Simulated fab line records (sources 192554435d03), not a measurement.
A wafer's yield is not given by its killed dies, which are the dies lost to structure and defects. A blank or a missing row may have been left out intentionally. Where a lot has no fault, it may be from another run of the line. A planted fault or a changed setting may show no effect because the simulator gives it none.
fab line records + flow n5Finfet
record
- lots=7
- wafers=39
route steps=1938 shown WELL_APT@26 FIN_SAQP@138 SD_EPI_N@278 GATE_CUT@490 MOL_CONTACT_COAG@584 BEOL_M0@740 BEOL_M2@890 BEOL_M4@1086 BEOL_M8@1377 BEOL_M10@1512 BEOL_M12@1643 BEOL_M15@1802 PASSIVATION@1930
startH: hours from the record's first day to the start of the lot's first wafer shown + waitH: hours since the lot's step before + " the same as in the row above + L1.1+2: one row covering several wafers at once + - no value, or no start given + * or withheld: withheld + < > ~ a bound
route shown NAME@n: a module of which the file shows steps, and the number in the route of the first + usual: mean/standard deviation taken from wafers without a fault + same: alike in all rows + chamber/n: place in a boat + sites: the reading at each site + _std_site: how widely they spread, as a standard deviation + _edge_site: outer sites' mean less inner sites' + radiusMm: for every site, how far away it sits from the centre of the wafer + mask NAME#n: copy n + behind: the tool/chamber that last shaped the wafer + hold: what put the lot on hold/how long, in hours/how the hold closed + device: the n, p or np transistor that did not switch + end of line: the route-end tests of the same wafers + a step with no rows: only its recipe + killed: not the wafer's yield, but the dies lost to structure and defects at the first sort + map: a wafer's dies, marking killed ones x, the rest . and places with no die _
set.NAME: the setting that was run; set.NAME@STEP: the one run at that earlier step + model.NAME: the simulator's own value behind a step, which no gauge read
one table per step and one row per wafer, for lots whose settings were changed on purpose
## steps
# step N5_WELL_APT_DEVELOP_07
# recipe
- developTimeS=45
- rinseLiquid=surfactantRinse
- dry=airSpin
- devTempC=21
# step N5_FIN_SAQP_SPACER2_ALD_28
# recipe
- material=SiO2
- targetThkA=81
- tempC=300
- aldPrecursorFamily=BDEAS
- aldCoReactant=O2-plasma
- pulseTimeS=1
- purgeTimeS=2
- coReactantPurgeTimeS=2
- pressureTorr=2
# step N5_SD_EPI_N_ETCH_45
# recipe
- chemistry=CH3F/O2
- target=SiOCN
- targetDepthA=60
- maskMaterial=SOC
- ionEnergyEv=60
- biasW=29
- pressureMtorr=15
- sourceW=410
- Ar_flow_sccm=150
- CH3F_flow_sccm=30
- O2_flow_sccm=20
# step N5_GATE_CUT_DESCUM_18
# recipe
- chemistry=O2
- timeS=7
- sourcePowerW=50
- biasPowerW=20
- pressureMtorr=20
- rfFrequencyHz=2.712e+07
- tempC=40
- resist=CAR-EUV
- o2FlowSccm=225
# step N5_MOL_CONTACT_COAG_ETCHBACK_135
# recipe
- chemistry=CHF3
- target=SiO2
- targetDepthA=250
- timeS=16.7
- ionEnergyEv=200
- pressureMtorr=30
- sourceW=610
- biasW=170
- Ar_flow_sccm=200
- CHF3_flow_sccm=50
# step N5_BEOL_M0_SPUTTER_141
# recipe
- material=Cu
- targetThkA=40
- tempC=-20
- chamberPressurePa=0.07
- powerW=withheld
- timeS=7.37
# step N5_BEOL_M2_TRENCH_ETCH_37
# recipe
- chemistry=C4F6/O2
- targetDepthA=555.55
- target=SiOC
- timeS=29.2
- ionEnergyEv=250
- pressureMtorr=30
- sourceW=355
- biasW=185
- Ar_flow_sccm=300
- C4F6_flow_sccm=10
- O2_flow_sccm=10
# step N5_BEOL_M4_SPUTTER_79
# recipe
- material=Cu
- targetThkA=45
- tempC=-20
- chamberPressurePa=0.07
- powerW=withheld
- timeS=8.29
# step N5_BEOL_M8_TRENCH_ETCH_37
# recipe
- chemistry=C4F6/O2
- targetDepthA=934.78
- target=SiCOH_lowk
- timeS=31.2
- ionEnergyEv=250
- pressureMtorr=30
- sourceW=345
- biasW=185
- Ar_flow_sccm=300
- C4F6_flow_sccm=10
- O2_flow_sccm=10
# step N5_BEOL_M10_TRENCH_ETCH_37
# recipe
- chemistry=C4F6/O2
- targetDepthA=1488.3
- target=SiCOH_lowk
- timeS=48
- ionEnergyEv=250
- pressureMtorr=30
- sourceW=345
- biasW=185
- Ar_flow_sccm=300
- C4F6_flow_sccm=10
- O2_flow_sccm=10
# step N5_BEOL_M12_ETCH_38
# recipe
- chemistry=CF4/N2
- target=SiCN
- targetDepthA=687
- taperDeg=2
- timeS=73.4
- ionEnergyEv=150
- maskMaterial=SiO2
- pressureMtorr=40
- sourceW=430
- biasW=70
- Ar_flow_sccm=100
- cf4FlowSccm=60
- n2FlowSccm=60
# step N5_BEOL_M15_DEVELOP_27
# recipe
- developTimeS=45
- rinseLiquid=diw
- dry=airSpin
- devTempC=21
# step N5_PASSIVATION_ETCH_54
# recipe
- chemistry=CHF3/O2
- target=SiO2
- targetDepthA=8800
- CHF3_flow_sccm=50
- O2_flow_sccm=5
- Ar_flow_sccm=200
- timeS=440
- maskMaterial=PR
- pressureMtorr=30
- sourceW=650
- biasW=170
- ionEnergyEv=200
# step N5_PASSIVATION_PROBE_49
# usual
- killed_at_M0_to_M3=36/12
| lot.wafer | tool      | chamber | startH | waitH | set.developTimeS@WELL_APT_DEVELOP_07 | set.targetThkA@FIN_SAQP_SPACER2_ALD_28 | set.targetDepthA@SD_EPI_N_ETCH_45 | set.timeS@GATE_CUT_DESCUM_18 | set.timeS@MOL_CONTACT_COAG_ETCHBACK_135 | set.targetThkA@BEOL_M0_SPUTTER_141 | set.timeS@BEOL_M2_TRENCH_ETCH_37 | set.timeS@BEOL_M4_SPUTTER_79 | set.timeS@BEOL_M8_TRENCH_ETCH_37 | set.targetDepthA@BEOL_M10_TRENCH_ETCH_37 | set.timeS@BEOL_M12_ETCH_38 | set.developTimeS@BEOL_M15_DEVELOP_27 | set.timeS@PASSIVATION_ETCH_54 | killed_at_M0_to_M3 |
|-----------|-----------|---------|--------|-------|--------------------------------------|----------------------------------------|-----------------------------------|------------------------------|-----------------------------------------|------------------------------------|----------------------------------|------------------------------|----------------------------------|------------------------------------------|----------------------------|--------------------------------------|-------------------------------|--------------------|
| L075.1    | prober-01 | -       | 297.03 | 0.0   | 20.4                                 | 97.85                                  | 79.35                             | 7                            | 16.7                                    | 53.94                              | 29.2                             | 8.29                         | 18.36                            | 1488.3                                   | 73.4                       | 45                                   | 440                           | 44                 |
| L075.2    | prober-01 | -       | 297.08 | 0.1   | 20.4                                 | 97.85                                  | 60                                | 7                            | 16.7                                    | 40                                 | 29.2                             | 11.96                        | 18.36                            | 1488.3                                   | 73.4                       | 45                                   | 440                           | 54                 |
| L075.3    | prober-01 | -       | 297.13 | 0.1   | 45                                   | 97.85                                  | 60                                | 9.139                        | 12.66                                   | 53.94                              | 29.2                             | 11.96                        | 31.2                             | 1248                                     | 73.4                       | 45                                   | 306.1                         | 32                 |
| L075.4    | prober-01 | -       | 297.18 | 0.2   | 45                                   | 81                                     | 79.35                             | 9.139                        | 16.7                                    | 53.94                              | 29.2                             | 11.96                        | 31.2                             | 1488.3                                   | 73.4                       | 45                                   | 306.1                         | 23                 |
| L075.5    | prober-01 | -       | 297.23 | 0.2   | 45                                   | 81                                     | 60                                | 7                            | 12.66                                   | 40                                 | 29.2                             | 8.29                         | 18.36                            | 1248                                     | 73.4                       | 45                                   | 306.1                         | 41                 |
| L075.6    | prober-01 | -       | 297.28 | 0.3   | 20.4                                 | 81                                     | 79.35                             | 9.139                        | 12.66                                   | 40                                 | 29.2                             | 8.29                         | 31.2                             | 1248                                     | 73.4                       | 45                                   | 440                           | 48                 |
| L079.1    | prober-01 | -       | 300.46 | 0.0   | 45                                   | 81                                     | 60                                | 5.712                        | 22.42                                   | 40                                 | 18.57                            | 11.23                        | 25.33                            | 1488.3                                   | 73.4                       | 45                                   | 330.1                         | 64                 |
| L079.2    | prober-01 | -       | 300.51 | 0.1   | 45                                   | 81                                     | 82.89                             | 7                            | 16.7                                    | 40                                 | 18.57                            | 8.29                         | 25.33                            | 1243                                     | 48.84                      | 45                                   | 440                           | 174                |
| L079.3    | prober-01 | -       | 300.56 | 0.1   | 45                                   | 81                                     | 60                                | 7                            | 16.7                                    | 40                                 | 18.57                            | 11.23                        | 31.2                             | 1243                                     | 73.4                       | 45                                   | 330.1                         | 38                 |
| L079.4    | prober-01 | -       | 300.61 | 0.2   | 45                                   | 81                                     | 60                                | 5.712                        | 16.7                                    | 40                                 | 29.2                             | 8.29                         | 31.2                             | 1488.3                                   | 73.4                       | 45                                   | 440                           | 24                 |
| L079.5    | prober-01 | -       | 300.66 | 0.2   | 45                                   | 81                                     | 82.89                             | 5.712                        | 22.42                                   | 40                                 | 29.2                             | 8.29                         | 31.2                             | 1488.3                                   | 48.84                      | 45                                   | 440                           | 25                 |
| L079.6    | prober-01 | -       | 300.71 | 0.3   | 45                                   | 81                                     | 82.89                             | 7                            | 22.42                                   | 40                                 | 29.2                             | 11.23                        | 25.33                            | 1243                                     | 48.84                      | 45                                   | 330.1                         | 38                 |
| L082.1    | prober-02 | -       | 326.51 | 0.0   | 45                                   | 81                                     | 92.91                             | 7                            | 16.7                                    | 40                                 | 20.24                            | 12.68                        | 31.2                             | 597.2                                    | 73.4                       | 45                                   | 365.5                         | 157                |
| L082.2    | prober-02 | -       | 326.56 | 0.1   | 45                                   | 81                                     | 60                                | 5.652                        | 16.7                                    | 40                                 | 29.2                             | 8.29                         | 31.2                             | 1488.3                                   | 73.4                       | 45                                   | 365.5                         | 23                 |
| L082.3    | prober-02 | -       | 326.61 | 0.1   | 45                                   | 81                                     | 60                                | 7                            | 16.7                                    | 40                                 | 20.24                            | 8.29                         | 41.17                            | 1488.3                                   | 73.4                       | 45                                   | 440                           | 154                |
| L082.4    | prober-02 | -       | 326.66 | 0.2   | 45                                   | 81                                     | 92.91                             | 5.652                        | 16.7                                    | 40                                 | 29.2                             | 8.29                         | 31.2                             | 597.2                                    | 73.4                       | 45                                   | 440                           | 48                 |
| L082.5    | prober-02 | -       | 326.71 | 0.2   | 45                                   | 81                                     | 60                                | 7                            | 16.7                                    | 40                                 | 29.2                             | 12.68                        | 41.17                            | 1488.3                                   | 73.4                       | 45                                   | 440                           | 48                 |
| L082.6    | prober-02 | -       | 326.76 | 0.3   | 45                                   | 81                                     | 92.91                             | 5.652                        | 16.7                                    | 40                                 | 20.24                            | 12.68                        | 41.17                            | 597.2                                    | 73.4                       | 45                                   | 365.5                         | 121                |
| L084.4    | prober-01 | -       | 339.96 | 0.2   | 45                                   | 81                                     | 60                                | 7                            | 16.7                                    | 40                                 | 29.2                             | 8.29                         | 31.2                             | 1488.3                                   | 73.4                       | 45                                   | 440                           | 71                 |
| L084.5    | prober-01 | -       | 340.01 | 0.2   | 45                                   | 81                                     | 60                                | 7                            | 16.7                                    | 40                                 | 29.2                             | 8.29                         | 31.2                             | 1488.3                                   | 73.4                       | 45                                   | 440                           | 54                 |
| L084.6    | prober-01 | -       | 340.06 | 0.3   | 45                                   | 81                                     | 60                                | 7                            | 16.7                                    | 40                                 | 29.2                             | 8.29                         | 31.2                             | 1488.3                                   | 73.4                       | 45                                   | 440                           | 41                 |
| L085.1    | prober-02 | -       | 348.11 | 0.4   | 45                                   | 81                                     | 60                                | 7                            | 11.99                                   | 40                                 | 16.57                            | 8.29                         | 22.77                            | 1020                                     | 73.4                       | 45                                   | 440                           | 734                |
| L085.2    | prober-02 | -       | 348.16 | 0.5   | 63.63                                | 65.42                                  | 60                                | 7                            | 11.99                                   | 40                                 | 29.2                             | 8.29                         | 22.77                            | 1488.3                                   | 73.4                       | 45                                   | 574.2                         | 21                 |
| L085.3    | prober-02 | -       | 348.21 | 0.5   | 45                                   | 65.42                                  | 60                                | 3.05                         | 11.99                                   | 25.64                              | 29.2                             | 12.83                        | 22.77                            | 1020                                     | 94.26                      | 45                                   | 440                           | 30                 |
| L085.4    | prober-02 | -       | 348.26 | 0.6   | 63.63                                | 81                                     | 60                                | 3.05                         | 16.7                                    | 40                                 | 16.57                            | 12.83                        | 31.2                             | 1020                                     | 73.4                       | 45                                   | 574.2                         | 1032               |
| L085.5    | prober-02 | -       | 348.31 | 0.6   | 63.63                                | 65.42                                  | 60                                | 3.05                         | 16.7                                    | 25.64                              | 16.57                            | 8.29                         | 31.2                             | 1488.3                                   | 94.26                      | 45                                   | 440                           | 930                |
| L085.6    | prober-02 | -       | 348.36 | 0.7   | 45                                   | 81                                     | 60                                | 7                            | 16.7                                    | 25.64                              | 29.2                             | 12.83                        | 31.2                             | 1488.3                                   | 94.26                      | 45                                   | 574.2                         | 27                 |
| L087.1    | prober-01 | -       | 355.90 | 0.0   | 45                                   | 81                                     | 83.69                             | 8.676                        | 16.7                                    | 40                                 | 29.2                             | 8.29                         | 31.2                             | 1912                                     | 73.4                       | 45                                   | 232.3                         | 31                 |
| L087.2    | prober-01 | -       | 355.95 | 0.1   | 37.52                                | 94.63                                  | 83.69                             | 8.676                        | 12.77                                   | 40                                 | 11.68                            | 8.29                         | 46.23                            | 1912                                     | 73.4                       | 45                                   | 440                           | 1102               |
| L087.3    | prober-01 | -       | 356.00 | 0.1   | 37.52                                | 81                                     | 83.69                             | 7                            | 12.77                                   | 40                                 | 29.2                             | 8.29                         | 46.23                            | 1488.3                                   | 73.4                       | 70.21                                | 440                           | 43                 |
| L087.4    | prober-01 | -       | 356.05 | 0.2   | 37.52                                | 94.63                                  | 60                                | 7                            | 16.7                                    | 40                                 | 29.2                             | 8.29                         | 31.2                             | 1912                                     | 102.6                      | 70.21                                | 440                           | 21                 |
| L087.5    | prober-01 | -       | 356.10 | 0.2   | 45                                   | 81                                     | 60                                | 8.676                        | 16.7                                    | 40                                 | 11.68                            | 8.29                         | 46.23                            | 1488.3                                   | 102.6                      | 45                                   | 232.3                         | 1110               |
| L087.6    | prober-01 | -       | 356.15 | 0.3   | 45                                   | 94.63                                  | 60                                | 7                            | 12.77                                   | 40                                 | 11.68                            | 8.29                         | 31.2                             | 1488.3                                   | 102.6                      | 70.21                                | 232.3                         | 1112               |
| L096.1    | prober-01 | -       | 406.06 | 0.0   | 45                                   | 81                                     | 26.1                              | 7                            | 16.7                                    | 40                                 | 29.2                             | 5.226                        | 31.2                             | 1488.3                                   | 97.81                      | 53.68                                | 246.4                         | 33                 |
| L096.2    | prober-01 | -       | 406.11 | 0.1   | 55.41                                | 81                                     | 60                                | 7                            | 16.7                                    | 40                                 | 29.2                             | 5.226                        | 31.2                             | 1488.3                                   | 73.4                       | 45                                   | 246.4                         | 22                 |
| L096.3    | prober-01 | -       | 406.16 | 0.1   | 55.41                                | 81                                     | 26.1                              | 7                            | 16.7                                    | 40                                 | 16.31                            | 8.29                         | 31.2                             | 1488.3                                   | 73.4                       | 53.68                                | 440                           | 868                |
| L096.4    | prober-01 | -       | 406.21 | 0.2   | 45                                   | 81                                     | 60                                | 7                            | 16.7                                    | 40                                 | 16.31                            | 5.226                        | 31.2                             | 2147                                     | 97.81                      | 45                                   | 440                           | 1068               |
| L096.5    | prober-01 | -       | 406.26 | 0.2   | 55.41                                | 81                                     | 26.1                              | 7                            | 16.7                                    | 40                                 | 29.2                             | 8.29                         | 31.2                             | 2147                                     | 73.4                       | 45                                   | 440                           | 26                 |
| L096.6    | prober-01 | -       | 406.31 | 0.3   | 45                                   | 81                                     | 60                                | 7                            | 16.7                                    | 40                                 | 16.31                            | 8.29                         | 31.2                             | 2147                                     | 97.81                      | 53.68                                | 246.4                         | 488                |
# killed by level:class
L075.1 BEOL_M8:areaEcd=254 FIN_SAQP:geometricParticle:short=12 FIN_SAQP:geometricParticle:open=12 MOL_CONTACT_COAG:geometricParticle:open=8 BEOL_M0_SAQP:geometricParticle:short=8 BEOL_M1:geometricParticle:open=8 BEOL_M3:geometricParticle:open=8 BEOL_M2:geometricParticle:open=7
L075.2 BEOL_M8:areaEcd=186 BEOL_M2:geometricParticle:open=21 FIN_SAQP:geometricParticle:short=10 STI_FIN_REVEAL:geometricParticle:open=10 MOL_CONTACT_COAG:geometricParticle:open=9 BEOL_M3:geometricParticle:open=9 ILD0:geometricParticle:short=6 BEOL_M0_SAQP:geometricParticle:open=6
L075.3 PASSIVATION:areaEtch=1049 MOL_CONTACT_COAG:geometricParticle:open=14 FIN_SAQP:geometricParticle:open=11 MOL_CONTACT_COAG:geometricParticle:short=9 FIN_SAQP:geometricParticle:short=8 DUMMY_GATE:geometricParticle:open=7 BEOL_M3:geometricParticle:open=7 BEOL_M4:geometricParticle:open=6
L075.4 PASSIVATION:areaEtch=1033 FIN_SAQP:geometricParticle:open=24 FIN_SAQP:geometricParticle:short=22 MOL_CONTACT_COAG:geometricParticle:open=16 BEOL_M4:geometricParticle:open=12 BEOL_M3:geometricParticle:open=10 MOL_CONTACT_COAG:geometricParticle:short=6 STI_FIN_REVEAL:geometricParticle:open=5
L075.5 PASSIVATION:areaEtch=944 BEOL_M8:areaEcd=127 BEOL_M2:geometricParticle:open=16 FIN_SAQP:geometricParticle:open=12 MOL_CONTACT_COAG:geometricParticle:open=12 FIN_SAQP:geometricParticle:short=9 BEOL_M0_SAQP:geometricParticle:open=7 STI_FIN_REVEAL:geometricParticle:open=5
L075.6 FIN_SAQP:geometricParticle:open=12 BEOL_M2:geometricParticle:open=11 BEOL_M1:geometricParticle:open=10 BEOL_M0_SAQP:geometricParticle:short=9 FIN_SAQP:geometricParticle:short=8 MOL_CONTACT_COAG:geometricParticle:open=8 STI_FIN_REVEAL:geometricParticle:open=7 BEOL_M4:geometricParticle:open=6
L079.1 PASSIVATION:areaEtch=1048 BEOL_M2:areaEcd=30 BEOL_M1:geometricParticle:short=11 STI_FIN_REVEAL:geometricParticle:open=9 MOL_CONTACT_COAG:geometricParticle:open=9 BEOL_M3:geometricParticle:open=9 FIN_SAQP:geometricParticle:short=5 GATE_CUT:geometricParticle:short=5
L079.2 BEOL_M2:areaEcd=123 STI_FIN_REVEAL:geometricParticle:open=21 BEOL_M3:geometricParticle:open=13 BEOL_M0_SAQP:geometricParticle:open=12 BEOL_M0_SAQP:geometricParticle:short=11 BEOL_M1:geometricParticle:open=8 FIN_SAQP:geometricParticle:short=7 DUMMY_GATE:geometricParticle:open=6
L079.3 PASSIVATION:areaEtch=1075 BEOL_M2:geometricParticle:open=11 BEOL_M2:areaEcd=11 MOL_CONTACT_COAG:geometricParticle:open=9 STI_FIN_REVEAL:geometricParticle:open=5 FIN_SAQP:geometricParticle:short=4 DUMMY_GATE:geometricParticle:open=4 GATE_CUT:geometricParticle:open=4
L079.4 MOL_CONTACT_COAG:geometricParticle:open=12 BEOL_M0_SAQP:geometricParticle:short=8 STI_FIN_REVEAL:geometricParticle:open=7 GATE_CUT:geometricParticle:short=5 BEOL_M4:geometricParticle:open=4 FIN_SAQP:geometricParticle:short=3 DUMMY_GATE:geometricParticle:open=3 GATE_CUT:geometricParticle:open=3
L079.5 STI_FIN_REVEAL:geometricParticle:open=15 BEOL_M4:geometricParticle:open=8 FIN_SAQP:geometricParticle:open=6 BEOL_M0_SAQP:geometricParticle:short=6 MOL_CONTACT_COAG:geometricParticle:open=5 BEOL_M4:geometricParticle:short=5 BEOL_M1:geometricParticle:open=4 BEOL_M3:geometricParticle:open=4
L079.6 PASSIVATION:areaEtch=1060 STI_FIN_REVEAL:geometricParticle:open=22 FIN_SAQP:geometricParticle:open=9 MOL_CONTACT_COAG:geometricParticle:open=9 BEOL_M3:geometricParticle:open=8 BEOL_M0_SAQP:geometricParticle:open=7 BEOL_M0_SAQP:geometricParticle:short=6 BEOL_M2:geometricParticle:open=6
L082.1 BEOL_M10:areaEtch=981 BEOL_M2:areaEcd=110 BEOL_M0_SAQP:geometricParticle:short=11 BEOL_M1:geometricParticle:open=11 MOL_CONTACT_COAG:geometricParticle:open=8 BEOL_M3:geometricParticle:open=8 BEOL_M0_SAQP:geometricParticle:open=5 DUMMY_GATE:geometricParticle:open=4
L082.2 PASSIVATION:areaEtch=778 BEOL_M0_SAQP:geometricParticle:short=11 STI_FIN_REVEAL:geometricParticle:open=9 MOL_CONTACT_COAG:geometricParticle:open=7 STARTING-WAFER:geometricParticle:short=6 FIN_SAQP:geometricParticle:open=5 STI_FIN_REVEAL:geometricParticle:short=5 BEOL_M4:geometricParticle:open=5
L082.3 BEOL_M2:areaEcd=111 MOL_CONTACT_COAG:geometricParticle:open=13 BEOL_M0_SAQP:geometricParticle:open=13 BEOL_M0_SAQP:geometricParticle:short=11 FIN_SAQP:geometricParticle:short=7 BEOL_M1:geometricParticle:open=7 STARTING-WAFER:geometricParticle:open=6 FIN_SAQP:geometricParticle:open=5
L082.4 BEOL_M10:areaEtch=1077 BEOL_M1:geometricParticle:open=24 MOL_CONTACT_COAG:geometricParticle:open=10 BEOL_M3:geometricParticle:open=7 BEOL_M0_SAQP:geometricParticle:short=5 BEOL_M0_SAQP:geometricParticle:open=5 BEOL_M4:geometricParticle:open=5 FIN_SAQP:geometricParticle:short=4
L082.5 BEOL_M0_SAQP:geometricParticle:open=12 BEOL_M1:geometricParticle:open=12 MOL_CONTACT_COAG:geometricParticle:open=10 BEOL_M3:geometricParticle:open=10 BEOL_M0_SAQP:geometricParticle:short=8 FIN_SAQP:geometricParticle:open=6 FIN_SAQP:geometricParticle:short=5 GATE_CUT:geometricParticle:short=5
L082.6 BEOL_M10:areaEtch=982 BEOL_M2:areaEcd=86 MOL_CONTACT_COAG:geometricParticle:open=16 FIN_SAQP:geometricParticle:open=15 FIN_SAQP:geometricParticle:short=12 BEOL_M0_SAQP:geometricParticle:open=9 BEOL_M1:geometricParticle:open=9 BEOL_M0_SAQP:geometricParticle:short=7
L084.4 BEOL_M0_SAQP:geometricParticle:short=20 BEOL_M2:geometricParticle:open=17 BEOL_M0_SAQP:geometricParticle:open=13 MOL_CONTACT_COAG:geometricParticle:open=9 BEOL_M3:geometricParticle:open=9 FIN_SAQP:geometricParticle:open=6 GATE_CUT:geometricParticle:short=6 FIN_SAQP:geometricParticle:short=4
L084.5 BEOL_M0_SAQP:geometricParticle:short=23 BEOL_M0_SAQP:geometricParticle:open=14 FIN_SAQP:geometricParticle:open=13 STI_FIN_REVEAL:geometricParticle:open=6 BEOL_M3:geometricParticle:open=6 BEOL_M2:geometricParticle:short=5 DUMMY_GATE:geometricParticle:open=4 FIN_SAQP:geometricParticle:short=3
L084.6 BEOL_M0_SAQP:geometricParticle:short=12 GATE_CUT:geometricParticle:short=10 BEOL_M2:geometricParticle:open=9 FIN_SAQP:geometricParticle:open=8 BEOL_M0_SAQP:geometricParticle:open=8 MOL_CONTACT_COAG:geometricParticle:open=6 STARTING-WAFER:geometricParticle:short=4 BEOL_M11:geometricParticle:open=4
L085.1 BEOL_M2:areaEcd=714 MOL_CONTACT_COAG:geometricParticle:open=13 STI_FIN_REVEAL:geometricParticle:open=8 GATE_CUT:geometricParticle:short=8 BEOL_M0_SAQP:geometricParticle:open=6 DUMMY_GATE:geometricParticle:open=4 BEOL_M0_SAQP:geometricParticle:short=4 BEOL_M1:geometricParticle:open=4
L085.2 BEOL_M4:geometricParticle:open=17 STI_FIN_REVEAL:geometricParticle:open=13 FIN_SAQP:geometricParticle:open=8 BEOL_M0_SAQP:geometricParticle:open=7 BEOL_M1:geometricParticle:open=6 BEOL_M8:areaEcd=6 BEOL_M0_SAQP:geometricParticle:short=5 FIN_SAQP:geometricParticle:short=4
L085.3 BEOL_M0_SAQP:geometricParticle:open=10 MOL_CONTACT_COAG:geometricParticle:open=8 BEOL_M0_SAQP:geometricParticle:short=8 BEOL_M10:areaEcd=7 BEOL_M0:interfaceVoidOpened=6 FIN_SAQP:geometricParticle:open=5 STI_FIN_REVEAL:geometricParticle:open=5 FIN_SAQP:geometricParticle:short=4
L085.4 BEOL_M2:areaEcd=1000 STI_FIN_REVEAL:geometricParticle:open=13 FIN_SAQP:geometricParticle:open=11 BEOL_M0_SAQP:geometricParticle:short=11 BEOL_M4:geometricParticle:open=9 BEOL_M2:geometricParticle:open=9 BEOL_M0_SAQP:geometricParticle:open=8 FIN_SAQP:geometricParticle:short=7
L085.5 BEOL_M2:areaEcd=900 STI_FIN_REVEAL:geometricParticle:open=10 BEOL_M4:geometricParticle:open=8 FIN_SAQP:geometricParticle:open=7 BEOL_M0_SAQP:geometricParticle:short=7 BEOL_M1:geometricParticle:open=5 BEOL_M0:interfaceVoidOpened=5 BEOL_M0_SAQP:geometricParticle:open=4
L085.6 BEOL_M4:geometricParticle:open=15 STI_FIN_REVEAL:geometricParticle:open=7 BEOL_M0_SAQP:geometricParticle:open=6 BEOL_M1:geometricParticle:open=6 FIN_SAQP:geometricParticle:short=5 MOL_CONTACT_COAG:geometricParticle:open=5 BEOL_M1:geometricParticle:short=5 STI_FIN_REVEAL:geometricParticle:short=4
L087.1 PASSIVATION:areaEtch=1100 FIN_SAQP:geometricParticle:open=13 BEOL_M1:geometricParticle:short=7 BEOL_M0_SAQP:geometricParticle:open=6 BEOL_M0_SAQP:geometricParticle:short=6 BEOL_M2:geometricParticle:open=6 GATE_CUT:geometricParticle:short=5 STI_FIN_REVEAL:geometricParticle:open=4
L087.2 BEOL_M2:areaEcd=1075 DUMMY_GATE:geometricParticle:open=18 MOL_CONTACT_COAG:geometricParticle:open=10 STI_FIN_REVEAL:geometricParticle:open=9 FIN_SAQP:geometricParticle:open=7 STARTING-WAFER:geometricParticle:short=7 BEOL_M2:geometricParticle:open=6 BEOL_M0_SAQP:geometricParticle:short=5
L087.3 STI_FIN_REVEAL:geometricParticle:open=12 BEOL_M2:geometricParticle:open=9 BEOL_M0_SAQP:geometricParticle:open=8 BEOL_M8:areaEtch=8 FIN_SAQP:geometricParticle:open=6 MOL_CONTACT_COAG:geometricParticle:open=6 BEOL_M0_SAQP:geometricParticle:short=6 BEOL_M1:geometricParticle:open=6
L087.4 MOL_CONTACT_COAG:geometricParticle:open=15 FIN_SAQP:geometricParticle:open=8 STI_FIN_REVEAL:geometricParticle:open=8 BEOL_M0_SAQP:geometricParticle:open=7 BEOL_M4:geometricParticle:open=5 FIN_SAQP:geometricParticle:short=4 DUMMY_GATE:geometricParticle:open=4 GATE_CUT:geometricParticle:short=4
L087.5 BEOL_M2:areaEcd=1088 DUMMY_GATE:geometricParticle:open=10 FIN_SAQP:geometricParticle:open=9 MOL_CONTACT_COAG:geometricParticle:open=9 FIN_SAQP:geometricParticle:short=7 STI_FIN_REVEAL:geometricParticle:open=6 BEOL_M0_SAQP:geometricParticle:open=6 BEOL_M2:geometricParticle:open=6
L087.6 BEOL_M2:areaEcd=1078 STI_FIN_REVEAL:geometricParticle:open=16 BEOL_M0_SAQP:geometricParticle:short=13 MOL_CONTACT_COAG:geometricParticle:open=10 FIN_SAQP:geometricParticle:open=9 DUMMY_GATE:geometricParticle:open=7 BEOL_M0_SAQP:geometricParticle:open=6 BEOL_M1:geometricParticle:open=5
L096.1 PASSIVATION:areaEtch=1084 MOL_CONTACT_COAG:geometricParticle:open=11 BEOL_M3:geometricParticle:open=9 BEOL_M4:geometricParticle:open=9 GATE_CUT:geometricParticle:short=7 STI_FIN_REVEAL:geometricParticle:open=6 BEOL_M0_SAQP:geometricParticle:open=6 BEOL_M0_SAQP:geometricParticle:short=6
L096.2 PASSIVATION:areaEtch=1081 FIN_SAQP:geometricParticle:open=12 BEOL_M4:geometricParticle:open=10 MOL_CONTACT_COAG:geometricParticle:open=9 GATE_CUT:geometricParticle:short=8 FIN_SAQP:geometricParticle:short=7 DUMMY_GATE:geometricParticle:open=5 BEOL_M0_SAQP:geometricParticle:open=5
L096.3 BEOL_M2:areaEcd=835 MOL_CONTACT_COAG:geometricParticle:open=12 BEOL_M4:geometricParticle:open=10 DUMMY_GATE:geometricParticle:open=9 BEOL_M0_SAQP:geometricParticle:open=8 FIN_SAQP:geometricParticle:open=7 BEOL_M0_SAQP:geometricParticle:short=7 BEOL_M5:geometricParticle:open=7
L096.4 BEOL_M2:areaEcd=1033 MOL_CONTACT_COAG:geometricParticle:open=14 BEOL_M4:geometricParticle:open=11 BEOL_M2:geometricParticle:open=9 BEOL_M3:geometricParticle:open=8 BEOL_M3:geometricParticle:short=7 DUMMY_GATE:geometricParticle:open=6 BEOL_M5:geometricParticle:open=5
L096.5 BEOL_M3:geometricParticle:open=7 FIN_SAQP:geometricParticle:short=6 BEOL_M1:geometricParticle:open=6 FIN_SAQP:geometricParticle:open=5 DUMMY_GATE:geometricParticle:open=5 MOL_CONTACT_COAG:geometricParticle:open=5 BEOL_M1:geometricParticle:short=4 BEOL_M2:geometricParticle:open=4
L096.6 PASSIVATION:areaEtch=623 BEOL_M2:areaEcd=457 BEOL_M4:geometricParticle:open=13 BEOL_M5:geometricParticle:open=9 DUMMY_GATE:geometricParticle:open=7 MOL_CONTACT_COAG:geometricParticle:open=7 BEOL_M1:geometricParticle:open=7 BEOL_M2:geometricParticle:open=7
## key
split
- step=N5_WELL_APT_DEVELOP_07
- setting=developTimeS
- statedAs=45
response none clear
split
- step=N5_FIN_SAQP_SPACER2_ALD_28
- setting=targetThkA
- statedAs=81
response none clear
split
- step=N5_SD_EPI_N_ETCH_45
- setting=targetDepthA
- statedAs=60
response none clear
split
- step=N5_GATE_CUT_DESCUM_18
- setting=timeS
- statedAs=7
response none clear
split
- step=N5_MOL_CONTACT_COAG_ETCHBACK_135
- setting=timeS
- statedAs=16.7
response none clear
split
- step=N5_BEOL_M0_SPUTTER_141
- setting=targetThkA
- statedAs=40
response none clear
split
- step=N5_BEOL_M2_TRENCH_ETCH_37
- setting=timeS
- statedAs=29.2
response
- step=N5_PASSIVATION_PROBE_49
- reading=killed_at_M0_to_M3
- slope=-14.3
- per=1%
- togetherWith=all
- explained=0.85
split
- step=N5_BEOL_M4_SPUTTER_79
- setting=timeS
- statedAs=8.29
response none clear
split
- step=N5_BEOL_M8_TRENCH_ETCH_37
- setting=timeS
- statedAs=31.2
response none clear
split
- step=N5_BEOL_M10_TRENCH_ETCH_37
- setting=targetDepthA
- statedAs=1488.3
response none clear
split
- step=N5_BEOL_M12_ETCH_38
- setting=timeS
- statedAs=73.4
response none clear
split
- step=N5_BEOL_M15_DEVELOP_27
- setting=developTimeS
- statedAs=45
response none clear
split
- step=N5_PASSIVATION_ETCH_54
- setting=timeS
- statedAs=440
response none clear
